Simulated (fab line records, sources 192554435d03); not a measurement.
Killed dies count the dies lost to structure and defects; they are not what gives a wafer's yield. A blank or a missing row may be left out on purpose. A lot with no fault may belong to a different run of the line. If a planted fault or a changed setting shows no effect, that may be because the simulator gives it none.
Matching of chambers    flow n5Finfet    N5_ILD0_CMP_03 on cmp-04 has 3 sister chambers
The step polishes, stops on SiNx, t overpolish 1.9 s, target thk 197.38 nm. 3 wafers are shown with their chamber, then 5 later ones without.

== EACH WAFER AND ITS CHAMBER ==
wafer   chamber  timeToEndpointS (s)
L244.6  0        81
L256.2  3        76
L256.3  1        65

== WAFERS WITH NO CHAMBER GIVEN ==
wafer   timeToEndpointS (s)
L256.4  80
L257.2  68
L257.3  80
L259.2  81
L259.4  80

== THE CHAMBER EACH PASSED THROUGH ==
wafer    from the rows above       in truth
L256.4   can't be placed: 0 or 3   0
L257.2   1                         1
L257.3   can't be placed: 0 or 3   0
L259.2   0                         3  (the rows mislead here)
L259.4   can't be placed: 0 or 3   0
Correctly placed: 1 of 5. These rows do not allow placing 3 (true chamber among the candidates in 3). Number placed wrongly: 1.
How it was worked out, from the rows above alone: a wafer's distance from a chamber is the root of the sum, over the readings, of the square of ((its reading less the chamber's mean) divided by the reading's scatter). If the next closest chamber is less than 2 further off than the closest, the wafer can't be placed; otherwise it belongs to the closest. For every chamber, the mean is computed from those of its wafers that are shown. The scatter (one wafer shown for each chamber): square how far every hidden wafer sits from the nearest shown wafer, average those squares and take the square root.
